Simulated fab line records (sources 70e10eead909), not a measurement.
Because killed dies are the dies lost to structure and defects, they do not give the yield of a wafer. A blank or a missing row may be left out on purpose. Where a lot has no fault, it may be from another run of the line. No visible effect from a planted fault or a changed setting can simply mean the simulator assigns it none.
fab line records | flow nand-harc
[record] lots = 5 wafers = 15 last-day = 23
route steps=1159 shown P_START@1 P_ZERO_WELL@2 P_STI@85 END@1159
lots with no fault: from the same line, run without faults
start-h: the number of hours between the record's first day and the start of the first shown wafer of the lot | wait-h: time in hours since the lot's previous step | " unchanged from the row above | L1.1+2: several wafers, shown together as one row | - either no value or no given start | * or withheld: withheld | < > ~ a bound
route shown NAME@n: a module of which the file shows steps, and the number in the route of the first | usual: average and standard deviation across the fault-free wafers | same: alike in all rows | chamber/n: place in a boat | sites: per-site readings | _std_site: how widely they spread, as a standard deviation | _edge_site: the outer-site mean with the inner-site mean subtracted | radius-mm: for every site, how far away it sits from the centre of the wafer | mask NAME#n: copy n | behind: the tool/chamber that last shaped the wafer | hold: reason for holding the lot/hours on hold/outcome of the hold | device: names the non-switching transistor (n, p or np) | end of line: tests run on the same wafers once the route is complete | a step with no rows: only its recipe | killed: the dies lost at the first sort to structure and to defects; this is not the yield of the wafer | map: a wafer's dies, marking killed ones x, the rest . and places with no die _
set.NAME: the setting that was run; set.NAME@STEP: the one run at that earlier step | model.NAME: the simulator's own value behind a step, which no gauge read
lots at some steps of the route; a table a step, a row a wafer
services: from which hour (start-h, from the record's first day; less than 0 if before it) a tool's chamber was out of use, for how many hours, and why
[[steps]]
[step NHARC_P_START_INSPECT_01]
[usual] raw-defect-count = 3.8/2.4
// columns lot.wafer tool chamber start-h wait-h raw-defect-count
L782.3 defect-inspect-02 - 12.05 - 2
L782.4 " - " " 3
L782.6 " - " " 1
L787.1 defect-inspect-01 - 42.04 - 2
L787.2 " - " " 3
L787.6 " - " " 2
L797.1 defect-inspect-02 - 102.04 - 1
L797.3 " - " " 2
L797.5 " - " " 1
L799.1 defect-inspect-02 - 114.04 - 7
L799.5 " - " " 5
L799.6 " - " " 4
L800.1 defect-inspect-02 - 120.03 - 0
L800.2 " - " " 7
L800.6 " - " " 6
[step NHARC_P_ZERO_WELL_PRECLEAN_00]
[recipe] time-s = 600 temp-c = 120 chemistry = SPM
[step NHARC_P_ZERO_WELL_SRD_01]
[step NHARC_P_ZERO_WELL_PECVD_02]
[recipe] target-thk-a = 100 temp-c = 400 pressure-torr = 6.5 rf-w = withheld teos-flow-sccm = withheld flow-sccm = 2650 target-thk-nm = 10 gas = O2 material = SiO2
// columns lot.wafer tool chamber start-h wait-h
L782.3+4+6 pecvd-04 1,2,0 12.45 -
L787.2+1+6 pecvd-04 0,2,0 42.44 -
L797.3+1+5 pecvd-04 0,2,1 102.45 -
L799.1+5+6 pecvd-01 2,1,0 114.49 -
L800.2+1+6 pecvd-02 1,0,2 120.45 -
[step NHARC_P_ZERO_WELL_DEHYDRATE_03]
[recipe] temp-c = 150 time-s = 120
[step NHARC_P_ZERO_WELL_HMDS_04]
[recipe] time-s = 30
[step NHARC_P_ZERO_WELL_COAT_64]
[recipe] temp-c = 200 time-s = 65
[step NHARC_P_ZERO_WELL_COAT_05]
[recipe] spin-rpm = 2000 resist-thk-nm = 600
[step NHARC_P_ZERO_WELL_SOFTBAKE_06]
[recipe] temp-c = 125 time-s = 70
[step NHARC_P_ZERO_WELL_EBR_07]
[step NHARC_P_ZERO_WELL_EXPOSE_08]
[recipe] na = 0.55 target-cd-nm = 500 dose-mj = 33.8 mask-id = P_ZERO
[step NHARC_P_ZERO_WELL_PEB_09]
[recipe] peb-temp-c = 128 peb-time-s = 80
[step NHARC_P_ZERO_WELL_DEVELOP_10]
[recipe] time-s = 50 dev-temp-c = 22
[step NHARC_P_ZERO_WELL_CD_MEAS_11]
[recipe] target-cd-nm = 500 landing-energy-ev = 500
[usual] cd-nm = 499.8/1.8
// columns lot.wafer tool chamber start-h wait-h cd-nm
L782.3 cd-sem-01 0 13.25 - 497.5
L782.4 " 0 " " 498.3
L782.6 " 0 " " 496.2
L787.1 cd-sem-03 0 43.24 - 498.0
L787.2 " 0 " " 499.4
L787.6 " 0 " " 501.2
L797.1 cd-sem-01 0 103.24 - 502.5
L797.3 " 0 " " 500.9
L797.5 " 0 " " 499.3
L799.1 cd-sem-03 0 115.11 - 495.5
L799.5 " 0 " " 495.5
L799.6 " 0 " " 496.1
L800.1 cd-sem-02 0 121.24 - 501.0
L800.2 " 0 " " 503.9
L800.6 " 0 " " 500.4
[step NHARC_P_ZERO_WELL_HARDBAKE_12]
[recipe] temp-c = 118 time-s = 65
[step NHARC_P_ZERO_WELL_DESCUM_13]
[recipe] time-s = 3 o2-flow-sccm = 200 ar-flow-sccm = 0 bias-power-w = 0 chemistry = O2
[usual] drypump-motor-current-A = 5.6/0.58 oes-product-au = 1.003/0.011 rf-vpp-V = 57.8/0.92 showerhead-plenum-p-Torr = 1.92/0.088 throttle-valve-pct = 11.312/0.0085
// columns lot.wafer tool chamber start-h wait-h drypump-motor-current-A oes-product-au rf-hours-counter-h rf-vpp-V showerhead-plenum-p-Torr throttle-valve-pct
L782.3 rie-diel-07 3 13.40 - 5.2 0.995 9 58.5 1.82 11.319
L782.6 " 0 " " 5.1 1.003 - 58.4 2.00 11.301
L782.4 " 1 " " 5.4 1.022 - 58.7 1.95 11.310
L787.2 rie-diel-07 1 43.42 - 5.4 1.019 10 58.6 1.95 11.325
L787.1 " 2 " " 5.4 1.012 11 59.4 1.97 11.327
L787.6 " 1 " " 5.4 1.016 - 57.5 1.95 11.320
L797.1 rie-diel-03 3 103.41 - 6.3 0.984 4 57.4 2.03 11.316
L797.3 " 0 " " 5.3 1.007 5 60.4 1.91 11.306
L797.5 " 2 " " 6.6 0.996 - 58.3 1.79 11.309
L799.1 rie-diel-01 0 115.29 - 5.8 1.007 10 56.4 1.86 11.328
L799.6 " 1 " " 6.5 1.015 - 57.3 1.94 11.310
L799.5 " 2 " " 5.2 1.009 - 58.3 1.79 11.315
L800.1 rie-diel-03 3 121.41 - 6.3 0.993 7 59.3 2.03 11.322
L800.2 " 1 " " 5.0 0.991 6 56.6 1.94 11.317
L800.6 " 3 " " 6.3 0.986 - 57.6 2.03 11.315
[step NHARC_P_ZERO_WELL_ETCH_65]
[recipe] target-depth-a = 800 overetch-a = 240 time-s = 87.88 ion-energy-ev = 200 n2-flow-sccm = 150 h2-flow-sccm = 150 ar-flow-sccm = 0 rf-w = 400 bias-w = 150 chemistry = N2/H2
[usual] drypump-motor-current-A = 5.6/0.56 h2-flow-sccm = 150.0/0.44 oes-product-au = 1.003/0.011 rf-vpp-V = 430.7/2.7 showerhead-plenum-p-Torr = 2.05/0.09 throttle-valve-pct = 14.171/0.0084
// columns lot.wafer tool chamber start-h wait-h drypump-motor-current-A h2-flow-sccm oes-product-au rf-hours-counter-h rf-vpp-V showerhead-plenum-p-Torr throttle-valve-pct
L782.3 rie-diel-07 3 13.50 0.1 5.2 149.9 0.999 9 427.4 1.94 14.172
L782.6 " 3 " " 5.2 150.4 1.002 - 428.6 1.94 14.171
L782.4 " 1 " " 5.4 149.7 1.015 - 431.0 2.08 14.172
L787.2 rie-diel-07 3 43.56 0.1 5.2 149.5 0.991 12 427.8 1.94 14.178
L787.1 " 2 " " 5.4 150.0 1.010 11 432.5 2.10 14.168
L787.6 " 2 " " 5.4 150.6 1.018 - 432.9 2.10 14.171
L797.1 rie-diel-03 2 103.49 0.1 6.6 150.4 0.995 4 425.1 1.90 14.175
L797.3 " 3 " " 6.3 150.4 1.000 4 433.6 2.17 14.183
L797.5 " 1 " " 5.0 150.3 0.999 - 431.3 2.07 14.190
L799.1 rie-diel-01 3 115.35 0.1 5.8 150.4 1.021 10 434.1 2.17 14.163
L799.5 " 3 " " 5.9 150.5 1.026 - 435.2 2.17 14.162
L799.6 " 0 " " 5.9 150.1 1.009 - 428.9 1.98 14.175
L800.1 rie-diel-03 1 121.48 0.1 5.0 150.2 0.999 6 432.9 2.07 14.187
L800.2 " 0 " " 5.3 150.2 1.015 7 429.9 2.04 14.171
L800.6 " 2 " " 6.6 150.5 1.001 - 426.5 1.90 14.164
[step NHARC_P_ZERO_WELL_ETCH_62]
[recipe] target-depth-a = 130 time-s = 6.5 chf3-flow-sccm = 50 ar-flow-sccm = 200 rf-w = 500 bias-w = 200 chemistry = CHF3/Ar
[usual] drypump-motor-current-A = 5.6/0.54 oes-product-au = 0.960/0.019 rf-vpp-V = 370.8/2.3 showerhead-plenum-p-Torr = 2.35/0.098 throttle-valve-pct = 20.217/0.009
// columns lot.wafer tool chamber start-h wait-h drypump-motor-current-A oes-product-au rf-hours-counter-h rf-vpp-V showerhead-plenum-p-Torr throttle-valve-pct
L782.3 rie-diel-07 3 - - 5.2 0.959 9 368.6 2.23 20.216
L782.6 " 1 " " 5.4 0.965 - 371.8 2.38 20.225
L782.4 " 3 " " 5.2 0.953 - 369.8 2.23 20.201
L787.1 rie-diel-07 2 - - 5.4 0.952 11 371.5 2.41 20.213
L787.2 " 1 " " 5.4 0.961 10 370.7 2.38 20.219
L787.6 " 1 " " 5.4 0.960 - 371.3 2.38 20.205
L797.3 rie-diel-03 0 - - 5.3 0.994 5 370.8 2.34 20.212
L797.1 " 2 " " 6.6 0.948 4 367.2 2.20 20.239
L797.5 " 3 " " 6.3 0.946 - 373.0 2.48 20.215
L799.1 rie-diel-01 1 - - 6.6 0.970 6 370.6 2.37 20.217
L799.6 " 2 " " 5.2 0.963 - 368.3 2.20 20.210
L799.5 " 3 " " 5.9 0.978 - 373.8 2.49 20.216
L800.2 rie-diel-03 3 - - 6.2 0.918 7 373.0 2.48 20.201
L800.1 " 0 " " 5.3 0.938 7 369.5 2.34 20.213
L800.6 " 3 " " 6.3 0.915 - 372.7 2.48 20.220
[step NHARC_P_ZERO_WELL_ETCH_63]
[recipe] target-depth-a = 1200 time-s = 40.1 hbr-flow-sccm = 150 cl2-flow-sccm = 50 rf-w = 400 icp-w = 400 bias-w = 100 chemistry = HBr/Cl2
[usual] drypump-motor-current-A = 5.6/0.39 oes-product-au = 0.998/0.011 throttle-valve-pct = 26.407/0.0088
// columns lot.wafer tool chamber start-h wait-h drypump-motor-current-A oes-product-au rf-hours-counter-h throttle-valve-pct
L782.4 rie-si-05 0 13.72 - 5.8 0.982 0.9 26.418
L782.3 " 1 " " 5.4 0.991 1.1 26.400
L782.6 " 3 " " 5.3 1.002 - 26.406
L787.1 rie-si-02 3 43.77 - 5.2 1.004 0.0 26.397
L787.2 " 1 " " 6.7 0.985 0.0 26.399
L787.6 " 3 " " 5.3 1.012 - 26.409
L797.1 rie-si-02 0 103.68 - 5.6 0.983 0.3 26.424
L797.3 " 1 " " 6.7 0.991 0.5 26.406
L797.5 " 3 " " 5.3 0.997 - 26.406
L799.1 rie-si-02 2 115.53 - 5.5 0.987 0.7 26.406
L799.6 " 2 " " 5.5 0.998 - 26.412
L799.5 " 3 " " 5.2 0.984 - 26.405
L800.1 rie-si-05 0 121.66 - 5.8 0.993 0.5 26.401
L800.2 " 3 " " 5.3 1.001 0.4 26.395
L800.6 " 1 " " 5.3 1.006 - 26.395
[step NHARC_P_ZERO_WELL_STRIP_15]
[recipe] time-s = 900 temp-c = 130 chemistry = SPM
[step NHARC_P_ZERO_WELL_DEHYDRATE_16]
[recipe] temp-c = 150 time-s = 120
[step NHARC_P_ZERO_WELL_HMDS_17]
[recipe] time-s = 30
[step NHARC_P_ZERO_WELL_COAT_18]
[recipe] spin-rpm = withheld
[step NHARC_P_ZERO_WELL_SOFTBAKE_19]
[recipe] temp-c = 122 time-s = 95
[step NHARC_P_ZERO_WELL_EBR_20]
[step NHARC_P_ZERO_WELL_EXPOSE_21]
[recipe] na = 0.6 target-cd-nm = 720 dose-mj = 22.31 mask-id = P_NWELL
[step NHARC_P_ZERO_WELL_PEB_22]
[recipe] peb-temp-c = 118 peb-time-s = 85
[step NHARC_P_ZERO_WELL_DEVELOP_23]
[recipe] time-s = 70
[step NHARC_P_ZERO_WELL_CD_MEAS_24]
[recipe] target-cd-nm = 720 landing-energy-ev = 500
[usual] cd-nm = 720.8/1.9
// columns lot.wafer tool chamber start-h wait-h cd-nm
L782.3 cd-sem-02 0 14.50 - 722.1
L782.4 " 0 " " 721.8
L782.6 " 0 " " 720.1
L787.1 cd-sem-02 0 44.56 - 720.0
L787.2 " 0 " " 720.1
L787.6 " 0 " " 718.6
L797.1 cd-sem-01 0 104.60 - 722.6
L797.3 " 0 " " 721.3
L797.5 " 0 " " 720.9
L799.1 cd-sem-02 0 116.33 - 719.0
L799.5 " 0 " " 718.9
L799.6 " 0 " " 722.3
L800.1 cd-sem-02 0 122.60 - 720.8
L800.2 " 0 " " 722.7
L800.6 " 0 " " 721.9
[step NHARC_P_ZERO_WELL_HARDBAKE_25]
[recipe] temp-c = 125 time-s = 80
[step NHARC_P_ZERO_WELL_DESCUM_26]
[recipe] time-s = 3 o2-flow-sccm = 200 ar-flow-sccm = 0 bias-power-w = 0 chemistry = O2
[usual] drypump-motor-current-A = 5.6/0.53 oes-product-au = 1.004/0.0097 rf-vpp-V = 57.8/0.96 showerhead-plenum-p-Torr = 1.92/0.089 throttle-valve-pct = 11.311/0.0091
// columns lot.wafer tool chamber start-h wait-h drypump-motor-current-A oes-product-au rf-hours-counter-h rf-vpp-V showerhead-plenum-p-Torr throttle-valve-pct
L782.3 rie-diel-01 0 14.67 - 5.8 1.001 3 57.3 1.86 11.323
L782.4 " 2 " " 5.2 0.997 3 56.7 1.79 11.311
L782.6 " 3 " " 5.9 1.017 - 59.3 2.04 11.319
L787.2 rie-diel-01 1 44.72 - 6.5 1.006 5 58.4 1.94 11.309
L787.1 " 0 " " 5.9 1.001 4 57.0 1.86 11.299
L787.6 " 1 " " 6.5 1.006 - 58.4 1.94 11.310
L797.1 rie-diel-01 1 104.76 - 6.5 1.015 5 58.9 1.94 11.303
L797.3 " 2 " " 5.1 1.010 10 57.5 1.79 11.301
L797.5 " 1 " " 6.5 1.024 - 56.5 1.94 11.302
L799.1 rie-diel-03 0 116.51 - 5.3 1.009 6 56.4 1.91 11.303
L799.6 " 2 " " 6.6 0.981 - 57.0 1.79 11.317
L799.5 " 3 " " 6.3 0.983 - 60.0 2.03 11.309
L800.1 rie-diel-01 2 122.76 - 5.2 1.010 11 56.9 1.79 11.302
L800.2 " 3 " " 5.9 1.013 10 59.3 2.04 11.302
L800.6 " 2 " " 5.2 1.007 - 56.3 1.79 11.320
[step NHARC_P_ZERO_WELL_IMPLANT_27]
[recipe] energy-kev = 600 dose-cm2 = 1e+13 tilt-deg = 7
[step NHARC_P_ZERO_WELL_IMPLANT_57]
[recipe] energy-kev = 250 dose-cm2 = 4e+12 tilt-deg = 7
[step NHARC_P_STI_INSPECT_11]
[usual] raw-defect-count = 7/3.4
// columns lot.wafer tool chamber start-h wait-h raw-defect-count
L782.3 defect-inspect-02 - 39.58 0.0 2
L782.4 " - " " 6
L782.6 " - " " 8
L787.1 defect-inspect-02 - 65.07 0.1 9
L787.2 " - " " 3
L787.6 " - " " 6
L797.1 defect-inspect-02 - 125.68 0.0 9
L797.3 " - " " 27
L797.5 " - " " 21
L799.1 defect-inspect-02 - 133.81 0.0 2
L799.5 " - " " 2
L799.6 " - " " 4
L800.1 defect-inspect-01 - 149.51 0.0 8
L800.2 " - " " 6
L800.6 " - " " 7
[step NHARC_END_SORT_01]
[recipe] temp-c = 25
[usual] killed-at-array = 29/11 killed-at-other = 0.6/0.75 killed-at-periphery = 3.1/2.1 killed-dies = 32/11 killed-open = 3.0/1.8 killed-short = 1.8/1.3
[same] gross-dies = 677
// columns lot.wafer tool chamber start-h wait-h killed-at-array killed-at-other killed-at-periphery killed-dies killed-open killed-short
L797.3 prober-01 0 532.03 3.1 51 1 18 70 4 1
// killed by level:class
L797.3 A_CHANNEL_HOLE_D1:chamber-film-flake=20 A_SLIT:chamber-film-flake=18 P_ZERO_WELL:unspecified=15 A_BONDPAD:chamber-film-flake=5 A_STAIRCASE:chamber-film-flake=3 P_CONTACT:geometric-particle:open=2 P_M1:geometric-particle:open=1 A_ONON_D1:geometric-particle:open=1
// map L797.3 (x killed, . not)
____________.____________
_________......._________
_______..........._______
______.............______
_____..............._____
____............x.xx.____
____........x.x.x.x..____
___..........x........___
___...........xx......___
__.x.......x.x.x..xx...__
__.xx..........xx.x....__
_.xxx..x.......xx......._
_...xx....x............._
_.xxx.............x....._
_xx..x.................._
_.x.x.....x............._
..xx.....................
....x..xx................
.x.....xx................
.....x.xxx...............
......xx...............x.
_....xxxx.............x._
_.......x..............._
_....x................x._
_...x.........x........._
_......................._
__.....................__
__.....................__
___....x..............___
___...................___
____.................____
____.................____
_____..........x...._____
______.........x...______
_______.....x....._______
_________x......_________
____________.____________
// map L787.1 (x killed, . not)
____________.____________
_________......._________
_______....x......_______
______.............______
_____..............._____
____.................____
____.................____
___............x......___
___........x.x........___
__.....................__
__.....................__
_......................._
_..............x........_
_......................._
_......................._
_...x..................._
......x..................
........x................
....x.xx.x.............x.
.....x.xx................
.....xxx.................
_.....x.xxx............._
_...x..x................_
_.....xx................_
_......................._
_......................._
__.................x...__
__.....................__
___...................___
___...................___
____........x........____
____...........x.....____
_____..............._____
______.............______
_______..........._______
_________......._________
____________.____________
[[services]]
// columns tool chamber start-h hours kind
rie-diel-03 3 -5.11 14.9 repair
rie-diel-01 1 -3.50 6.5 repair
rie-diel-07 2 10.92 7.8 repair
pecvd-04 - 14.00 13.0 pm
rie-diel-01 0 19.28 3.9 repair
rie-diel-07 0 24.71 21.0 repair
pecvd-02 - 25.39 0.2 repair
rie-si-02 - 34.00 9.0 pm
pecvd-02 2 34.52 2.8 repair
rie-diel-07 1 37.60 2.2 repair
rie-diel-03 - 38.39 9.0 pm
rie-diel-07 3 49.39 1.6 repair
rie-si-02 - 50.68 1.0 repair
rie-si-05 2 50.89 1.5 repair
rie-diel-07 - 51.20 9.0 pm
rie-diel-01 1 53.12 51.3 repair
pecvd-01 - 56.16 13.0 pm
rie-si-05 2 59.72 7.7 repair
rie-si-05 - 62.00 9.0 pm
rie-diel-03 2 70.10 4.1 repair
rie-si-02 0 74.17 6.2 repair
rie-si-05 3 90.21 5.6 repair
rie-diel-03 3 90.83 2.5 repair
pecvd-04 - 109.45 2.5 repair
[[key]]
[first-sign] step = NHARC_P_STI_INSPECT_11 reading = raw-defect-count direction = up sigmas = 6 usual = 7 struck = 27
[effect] step = NHARC_END_SORT_01 reading = killed-at-periphery direction = up sigmas = 7 usual = 3.1 struck = 18
met-at NHARC_P_ZERO_WELL_PECVD_02
struck-wafers L797.3
tester-left-out L797
onset-between 42.44 102.45
[fault] kind = chamber-particle-source tool = pecvd-04 chamber = 0 onset-h = 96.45 steps = NHARC_P_ZERO_WELL_PECVD_02 rate-per-visit-cm2 = 0.026874 end-h = 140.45
// tester-left-out: of these lots the tester's yield and bins aren't shown, on N5 and GAA mostly nor the transistor test; their killed dies are dies lost to structure and defects alone, not to doping, threshold or leakage, so they don't give the yield
